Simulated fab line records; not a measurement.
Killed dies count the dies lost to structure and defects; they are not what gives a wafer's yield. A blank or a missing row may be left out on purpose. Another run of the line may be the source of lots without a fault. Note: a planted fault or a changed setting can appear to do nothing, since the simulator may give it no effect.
Tool commonality check ; flow nand-harc ; Lots sampled 14, wafers sampled 42

== REASON IT WAS OPENED ==
At NHARC_A_ONON_D1_THK_MEAS_21 the reading thk-nm is flagged on 2 of 14 lots. Fault-free wafers read 1000 nm, with a standard deviation of 9.6.
Rule: a lot is flagged in two cases, either no wafer of it has a number, or all its wafers with numbers fall more than 4 standard deviations from that mean. The other lots count as sound.

lot;measured;on;thk-nm (nm), wafer by wafer;flag
L925;day 9 04:38;film-metro-01;990 992 990;
L927;day 9 16:58;film-metro-01;1003 1003 1004;
L928;day 9 17:06;film-metro-02;1008 1005 1006;
L929;day 9 23:26;film-metro-01;992 992 992;
L926;day 9 23:34;film-metro-01;992 991 990;
L930;day 9 23:47;film-metro-02;993 992 995;
L933;day 10 23:31;film-metro-01;1003 1008 1007;
L935;day 10 23:32;film-metro-02;1002 1000 1000;
L936;day 11 21:40;film-metro-02;1001 1000 1000;
L938;day 12 01:18;film-metro-01;1017 1019 1020;
L937;day 12 01:19;film-metro-02;1016 1017 1018;
L941;day 12 22:14;film-metro-02;1002 1003 1001;
L942;day 12 22:16;film-metro-01;904 903 905;FLAGGED
L944;day 13 18:49;film-metro-02;901 903 902;FLAGGED
The mean of the flagged lots' numbers is 903 nm, -97 nm from the usual (-10 standard deviations).

== WHICH TOOL EACH LOT WENT THROUGH ==
Before the reading, the record contains 3 process steps out of a 1159-step route. In each cell: the tool, then ch and the chambers that the sampled wafers went through, then the start.
lot;flag;NHARC_A_ZERO_WELL_DESCUM_12;NHARC_A_ZERO_WELL_ETCH_19;NHARC_A_ONON_D1_DEP_19
L925;;rie-diel-06 ch 0,3, day 7 19:22;rie-diel-06 ch 0,3, day 7 19:28;pecvd-onon-03 ch 0, day 9 04:11
L927;;rie-diel-05 ch 0,2,3, day 8 07:32;rie-diel-05 ch 0,2,3, day 8 07:37;pecvd-onon-02 ch 0, day 9 16:28
L928;;rie-diel-06 ch 1, day 8 06:36;rie-diel-06 ch 3, day 8 06:44;pecvd-onon-04 ch 0, day 9 16:35
L929;;rie-diel-03 ch 1,2,3, day 8 13:36;rie-diel-03 ch 0,1, day 8 13:41;pecvd-onon-04 ch 0, day 9 22:59
L926;;rie-diel-03 ch 0,2,3, day 8 12:45;rie-diel-03 ch 0,2, day 8 12:50;pecvd-onon-02 ch 0, day 9 23:04
L930;;rie-diel-06 ch 1,3, day 8 16:35;rie-diel-06 ch 0,1, day 8 16:40;pecvd-onon-03 ch 0, day 9 23:16
L933;;rie-diel-06 ch 0,2,3, day 9 17:11;rie-diel-06 ch 0,1,2, day 9 17:16;pecvd-onon-03 ch 0, day 10 23:00
L935;;rie-diel-05 ch 1,2,3, day 9 15:19;rie-diel-05 ch 0,3, day 9 15:23;pecvd-onon-02 ch 0, day 10 23:01
L936;;rie-diel-06 ch 0,1, day 10 10:19;rie-diel-06 ch 1,2, day 10 10:24;pecvd-onon-04 ch 0, day 11 21:13
L938;;rie-diel-06 ch 0,1,2, day 10 18:10;rie-diel-06 ch 0,1,2, day 10 18:15;pecvd-onon-04 ch 0, day 12 00:47
L937;;rie-diel-06 ch 1,2, day 10 16:08;rie-diel-06 ch 0,2,3, day 10 16:12;pecvd-onon-02 ch 0, day 12 00:51
L941;;rie-diel-06 ch 0,1,3, day 11 14:38;rie-diel-06 ch 0,3, day 11 14:43;pecvd-onon-02 ch 0, day 12 21:44
L942;FLAGGED;rie-diel-05 ch 0,1,3, day 11 13:07;rie-diel-05 ch 0,1,2, day 11 13:13;pecvd-onon-04 ch 0, day 12 21:48
L944;FLAGGED;rie-diel-03 ch 0,1, day 12 10:42;rie-diel-03 ch 1,2, day 12 10:47;pecvd-onon-04 ch 0, day 13 18:22
What these steps do:
- NHARC_A_ZERO_WELL_DESCUM_12: chemistry O2, time 3 s.
- NHARC_A_ZERO_WELL_ETCH_19: etches the open film in N2/H2, target depth 80 nm, overetch 24 nm, time 87.88 s.
- NHARC_A_ONON_D1_DEP_19: target thk 1000 nm.
- NHARC_A_ONON_D1_THK_MEAS_21: measures by ellipsometry.

== FLAGGED OVER TOTAL, TOOL BY TOOL (the gauges that took the reading come last) ==
step;tool;lots run;flagged;share of the flagged lots;sound lots run after its first flagged lot
NHARC_A_ZERO_WELL_DESCUM_12;rie-diel-03;3;1;some;0
NHARC_A_ZERO_WELL_DESCUM_12;rie-diel-05;3;1;some;0
NHARC_A_ZERO_WELL_DESCUM_12;rie-diel-06;8;0;none;-
NHARC_A_ZERO_WELL_ETCH_19;rie-diel-03;3;1;some;0
NHARC_A_ZERO_WELL_ETCH_19;rie-diel-05;3;1;some;0
NHARC_A_ZERO_WELL_ETCH_19;rie-diel-06;8;0;none;-
NHARC_A_ONON_D1_DEP_19;pecvd-onon-02;5;0;none;-
NHARC_A_ONON_D1_DEP_19;pecvd-onon-03;3;0;none;-
NHARC_A_ONON_D1_DEP_19;pecvd-onon-04;6;2;all;0
NHARC_A_ONON_D1_THK_MEAS_21;film-metro-01;7;1;some;0
NHARC_A_ONON_D1_THK_MEAS_21;film-metro-02;7;1;some;0

== THE TABLE: WHAT IT ALLOWS ==
All flagged lots share 1 row of the table, namely pecvd-onon-04 at NHARC_A_ONON_D1_DEP_19.
- pecvd-onon-04 at NHARC_A_ONON_D1_DEP_19: 2 of its 6 lots flagged. Its last sound lot is L938 (day 12 00:47), its first flagged lot L942 (day 12 21:48): a fault that began between those two fits.
What remains is a single tool, pecvd-onon-04 at NHARC_A_ONON_D1_DEP_19.

== WHAT HAD BEEN PUT IN BY THE SIMULATOR ==
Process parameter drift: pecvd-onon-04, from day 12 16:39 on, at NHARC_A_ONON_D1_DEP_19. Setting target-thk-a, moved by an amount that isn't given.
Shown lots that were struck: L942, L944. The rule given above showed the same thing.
